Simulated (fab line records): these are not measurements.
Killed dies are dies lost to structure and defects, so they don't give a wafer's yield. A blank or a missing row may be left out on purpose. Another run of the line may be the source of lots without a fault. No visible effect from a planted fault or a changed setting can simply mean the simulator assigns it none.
Which of the tools did it? -- flow n5-finfet -- 24 lots with 72 wafers sampled at 4 steps, on a route of 1938 steps

## WHAT THE GAUGES SHOWED, per wafer
N5_BEOL_M7_OCD_MEAS_38.
lot,measured,on,trench-depth-nm (nm)
L074,day 10 13:39,ocd-02,94.9 93.7 95.2
L076,day 10 16:11,ocd-02,94.0 88.3 88.8
L075,day 10 16:52,ocd-01,94.1 92.9 88.2
L079,day 10 19:57,ocd-01,94.0 88.9 95.0
L081,day 11 01:28,ocd-02,95.1 92.0 95.8
L077,day 11 01:52,ocd-01,91.9 93.4 91.8
L082,day 11 04:43,ocd-02,89.5 93.9 92.8
L080,day 11 10:29,ocd-02,93.9 92.4 92.3
L078,day 12 10:44,ocd-01,90.0 94.1 93.2
L083,day 12 14:33,ocd-02,94.3 93.0 89.2
L084,day 12 14:50,ocd-02,92.9 95.4 92.4
L085,day 12 14:57,ocd-02,93.7 91.6 93.3
L086,day 12 18:10,ocd-01,91.9 92.7 91.7
L089,day 13 20:32,ocd-01,89.3 95.3 91.8
L087,day 13 21:01,ocd-01,92.9 94.3 92.7
L088,day 13 21:04,ocd-02,95.3 90.6 93.5
L090,day 13 22:38,ocd-01,94.2 93.2 94.8
L091,day 14 10:52,ocd-01,93.4 94.7 91.9
L092,day 14 14:41,ocd-02,93.5 94.1 92.7
L093,day 14 19:56,ocd-01,90.6 93.0 92.1
L094,day 14 21:20,ocd-02,94.0 92.4 95.0
L095,day 15 00:06,ocd-01,96.4 96.9 94.9
L097,day 15 14:59,ocd-01,91.7 88.8 92.0
L096,day 15 15:02,ocd-02,93.5 92.4 93.7

N5_BEOL_M8_INSPECT_13: inspects for defects (brightfield).
lot,measured,on,raw-defect-count
L074,day 10 20:35,defect-inspect-02,426 361 406
L076,day 10 21:14,defect-inspect-01,482 449 374
L075,day 11 00:21,defect-inspect-02,402 630 413
L079,day 11 02:32,defect-inspect-02,638 520 350
L081,day 11 08:14,defect-inspect-02,365 306 591
L077,day 11 10:47,defect-inspect-02,335 325 354
L082,day 11 10:58,defect-inspect-01,366 365 318
L080,day 11 18:52,defect-inspect-01,469 786 663
L078,day 12 15:42,defect-inspect-02,310 461 467
L083,day 12 19:28,defect-inspect-01,354 349 357
L084,day 12 20:29,defect-inspect-02,359 401 449
L085,day 12 20:53,defect-inspect-01,423 546 439
L086,day 13 01:35,defect-inspect-01,329 336 373
L089,day 14 01:13,defect-inspect-02,424 465 508
L087,day 14 01:38,defect-inspect-02,488 503 434
L088,day 14 01:52,defect-inspect-01,454 396 375
L090,day 14 04:24,defect-inspect-02,402 406 419
L091,day 14 16:49,defect-inspect-01,504 558 620
L092,day 14 20:11,defect-inspect-01,399 402 293
L093,day 15 00:59,defect-inspect-02,488 416 540
L094,day 15 04:02,defect-inspect-01,366 306 411
L095,day 15 07:05,defect-inspect-01,308 358 313
L097,day 15 23:22,defect-inspect-01,394 459 416
L096,day 15 23:46,defect-inspect-02,584 479 561

N5_BEOL_M8_CD_MEAS_28 targets a cd of 40 nm.
lot,measured,on,cd-nm (nm)
L074,day 10 22:29,cd-sem-02,39.90 39.99 40.05
L076,day 10 23:05,cd-sem-03,40.22 39.89 40.20
L075,day 11 01:46,cd-sem-02,40.19 40.21 39.96
L079,day 11 04:34,cd-sem-03,39.71 40.19 39.71
L081,day 11 09:32,cd-sem-02,39.99 39.88 40.02
L077,day 11 12:24,cd-sem-01,39.73 40.16 40.37
L082,day 11 12:14,cd-sem-01,39.86 40.36 39.95
L080,day 11 19:54,cd-sem-02,39.75 39.90 39.70
L078,day 12 17:41,cd-sem-03,39.47 40.12 40.14
L083,day 12 20:32,cd-sem-01,39.59 39.96 39.91
L084,day 13 00:32,cd-sem-03,40.10 40.02 39.58
L085,day 13 00:34,cd-sem-01,39.78 40.52 40.06
L086,day 13 03:10,cd-sem-03,40.15 39.99 40.37
L089,day 14 03:16,cd-sem-03,40.17 40.32 39.97
L087,day 14 03:29,cd-sem-01,40.16 39.81 40.03
L088,day 14 03:26,cd-sem-03,39.86 39.76 39.98
L090,day 14 05:59,cd-sem-01,39.90 39.60 40.29
L091,day 14 19:10,cd-sem-02,39.83 39.71 39.90
L092,day 14 23:10,cd-sem-01,39.72 40.11 39.79
L093,day 15 02:46,cd-sem-02,40.12 39.98 40.03
L094,day 15 06:05,cd-sem-01,40.53 39.85 39.85
L095,day 15 10:59,cd-sem-03,39.95 39.79 39.52
L097,day 16 02:20,cd-sem-03,40.28 40.49 40.27
L096,day 16 02:08,cd-sem-02,40.33 39.88 39.84

## TOOL THAT RAN EACH LOT (tool first, then ch and the chambers of the sampled wafers, then the start)
lot,N5_BEOL_M8_ETCH_62
L074,"rie-diel-01 ch 0,1,2, day 10 20:43"
L076,"rie-diel-01 ch 0,2,3, day 10 22:11"
L075,"rie-diel-01 ch 1,2,3, day 11 00:40"
L079,"rie-diel-01 ch 1,2, day 11 03:43"
L081,"rie-diel-06 ch 0,2, day 11 08:22"
L077,"rie-diel-06 ch 0,1, day 11 10:54"
L082,"rie-diel-01 ch 1,2, day 11 11:05"
L080,"rie-diel-03 ch 1,3, day 11 19:00"
L078,"rie-diel-01 ch 0,1, day 12 15:49"
L083,"rie-diel-01 ch 1,2, day 12 19:35"
L084,"rie-diel-06 ch 0,2,3, day 12 20:45"
L085,"rie-diel-06 ch 0,2, day 12 21:44"
L086,"rie-diel-03 ch 0,1,2, day 13 01:43"
L089,"rie-diel-06 ch 1,2,3, day 14 01:32"
L087,"rie-diel-03 ch 1,3, day 14 02:05"
L088,"rie-diel-06 ch 0,1,3, day 14 02:27"
L090,"rie-diel-06 ch 1,3, day 14 04:51"
L091,"rie-diel-03 ch 1,3, day 14 17:05"
L092,"rie-diel-06 ch 0,1, day 14 20:25"
L093,"rie-diel-06 ch 0,1,3, day 15 01:07"
L094,"rie-diel-01 ch 0,1,3, day 15 04:10"
L095,"rie-diel-03 ch 1,2, day 15 08:18"
L097,"rie-diel-01 ch 0,1,2, day 15 23:29"
L096,"rie-diel-03 ch 0,1,2, day 16 00:04"
- N5_BEOL_M8_ETCH_62: etches SOC in N2/H2, target depth 110 nm, overetch 22 nm, time 165 s.

## AS READ BY THE TOOLS THEMSELVES (means over the sampled wafers that have a number; for cases with no such wafer, the mark the record gives instead)
N5_BEOL_M8_ETCH_62.
lot,tool,drypump-motor-current-A (A),oes-product-au (a.u.),rf-vpp-V (V),showerhead-plenum-p-Torr (Torr),throttle-valve-pct (%)
L074,rie-diel-01,5.7,0.69,522.1,2.48,17.80
L076,rie-diel-01,5.6,0.67,522.7,2.47,17.80
L075,rie-diel-01,6.1,0.72,521.6,2.46,17.54
L079,rie-diel-01,5.9,0.74,522.5,2.46,17.63
L081,rie-diel-06,5.2,0.71,523.7,2.53,17.86
L077,rie-diel-06,5.8,0.60,522.0,2.47,17.78
L082,rie-diel-01,6.1,0.75,522.8,2.46,17.54
L080,rie-diel-03,5.8,0.68,524.1,2.57,17.83
L078,rie-diel-01,5.9,0.76,522.1,2.47,17.60
L083,rie-diel-01,6.2,0.74,521.7,2.46,17.57
L084,rie-diel-06,5.5,0.72,522.7,2.50,17.78
L085,rie-diel-06,5.2,0.69,523.6,2.53,17.90
L086,rie-diel-03,5.7,0.70,524.0,2.57,17.70
L089,rie-diel-06,5.6,0.76,523.3,2.51,17.82
L087,rie-diel-03,5.9,0.69,525.6,2.57,17.61
L088,rie-diel-06,5.8,0.73,523.2,2.46,17.63
L090,rie-diel-06,5.9,0.77,522.2,2.49,17.70
L091,rie-diel-03,5.8,0.66,524.0,2.56,17.87
L092,rie-diel-06,5.8,0.72,522.1,2.46,17.57
L093,rie-diel-06,5.8,0.71,522.4,2.45,17.64
L094,rie-diel-01,5.7,0.71,521.7,2.46,17.65
L095,rie-diel-03,5.9,0.72,526.4,2.61,17.51
L097,rie-diel-01,5.7,0.71,521.4,2.46,17.74
L096,rie-diel-03,5.6,0.67,523.7,2.56,17.75

## THE ANSWER, worked out from the rows above alone
Rule: usual is defined by the lots themselves. The widest of any qualifying gaps counts: lots, ordered by their means at a reading, are off when they make up no more than a third of the lots, leave a main group of 4 or more, and stand apart from it by 3 or more times the standard deviation of that group's means. A main group is skipped when, at the precision printed for the reading in the tables above, its means are all equal. Also off: a lot with no number at a reading for which 4 or more lots have one. Any other lot the step has rows for is counted as sound. Order of review: gauges by route order, followed by the tools' own readings, for which a lot's mean as printed above is used. The first step at which some lot is off is used, and at that step the reading that is off furthest; a lot without a number counts as furthest.
No lot is off on any of the readings shown, so nothing can be concluded from this.

## WHAT WAS PUT IN BY THE SIMULATOR
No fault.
